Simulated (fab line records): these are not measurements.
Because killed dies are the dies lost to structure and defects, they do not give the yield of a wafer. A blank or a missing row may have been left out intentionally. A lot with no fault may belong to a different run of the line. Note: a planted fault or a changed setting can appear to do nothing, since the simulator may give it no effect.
Lot-split experiment	flow n5 finfet	39 wafers read from 7 lots, route of 1938 steps

== ABOUT THE SPLIT ==
At N5_DUMMY_GATE_HM_DEP_06 (deposits SiNx from DCS/NH3, target thk 80 nm, time 5141 s), the setting target thk a was moved away from the recipe's 800 angstrom on 24 of the 39 wafers read, by -9.3% to +9.5%. All remaining wafers had this setting at the recipe value.

The split's own step is where the reading is taken.

== THE READING ==
SiNx_of_DUMMY_GATE_HM_DEP_06.thk nm (the simulator's own value, which no gauge read), in nm, at N5_DUMMY_GATE_HM_DEP_06 (deposits SiNx from DCS/NH3, target thk 80 nm, time 5141 s). The file does not state a usual value for it. Here, 15 wafers ran the recipe; their average is 80.2 nm with a standard deviation of 0.58 nm.

wafer	tool, chamber at the split	target thk a as run, angstrom	against the recipe	SiNx_of_DUMMY_GATE_HM_DEP_06.thk nm, nm	against lot-mates on the recipe
L080.1	-, -	725.3	-9.3%	73.4	no lot-mate on the recipe
L080.2	-, -	725.3	-9.3%	73.4	no lot-mate on the recipe
L080.3	-, -	725.3	-9.3%	73.4	no lot-mate on the recipe
L080.4	-, -	725.3	-9.3%	72.6	no lot-mate on the recipe
L080.5	-, -	725.3	-9.3%	72.8	no lot-mate on the recipe
L080.6	-, -	725.3	-9.3%	73.2	no lot-mate on the recipe
L082.1	-, -	746.4	-6.7%	75	no lot-mate on the recipe
L082.2	-, -	746.4	-6.7%	75.6	no lot-mate on the recipe
L082.3	-, -	746.4	-6.7%	76	no lot-mate on the recipe
L082.5	-, -	746.4	-6.7%	76	no lot-mate on the recipe
L082.4	-, -	746.4	-6.7%	74.2	no lot-mate on the recipe
L082.6	-, -	746.4	-6.7%	74.8	no lot-mate on the recipe
L084.1	-, -	800	recipe	80.2	-
L084.4	-, -	800	recipe	80.2	-
L084.2	-, -	800	recipe	81.2	-
L084.3	-, -	800	recipe	81.2	-
L084.5	-, -	800	recipe	81	-
L084.6	-, -	800	recipe	80	-
L089.2	lpcvd-01, 1/20	800	recipe	80.8	-
L089.4	lpcvd-01, 1/29	800	recipe	80.2	-
L089.6	lpcvd-01, 1/39	800	recipe	80	-
L090.1	-, -	752.8	-5.9%	74.4	no lot-mate on the recipe
L090.2	-, -	752.8	-5.9%	75	no lot-mate on the recipe
L090.3	-, -	752.8	-5.9%	75.2	no lot-mate on the recipe
L090.4	-, -	752.8	-5.9%	74.8	no lot-mate on the recipe
L090.5	-, -	752.8	-5.9%	75.6	no lot-mate on the recipe
L090.6	-, -	752.8	-5.9%	74.6	no lot-mate on the recipe
L092.1	-, -	800	recipe	79.6	-
L092.4	-, -	800	recipe	79.6	-
L092.2	-, -	800	recipe	80	-
L092.6	-, -	800	recipe	80	-
L092.3	-, -	800	recipe	79.2	-
L092.5	-, -	800	recipe	79.8	-
L096.1	-, -	876	+9.5%	88.6	no lot-mate on the recipe
L096.5	-, -	876	+9.5%	88.6	no lot-mate on the recipe
L096.2	-, -	876	+9.5%	88	no lot-mate on the recipe
L096.3	-, -	876	+9.5%	88.8	no lot-mate on the recipe
L096.4	-, -	876	+9.5%	88.4	no lot-mate on the recipe
L096.6	-, -	876	+9.5%	88.4	no lot-mate on the recipe

THE FIT
A straight line over all 39 wafers: SiNx_of_DUMMY_GATE_HM_DEP_06.thk nm changes by +0.82 nm for each +1% of target thk a; r = +0.99; the points scatter about the line by 0.63 nm.
Too few moved wafers have a lot-mate on the recipe to fit a line with each lot's own level taken away.

== THE FILE'S OWN FIT ==
SiNx_of_DUMMY_GATE_HM_DEP_06.thk nm changes by +0.82 nm for each +1% of target thk a, r = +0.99.
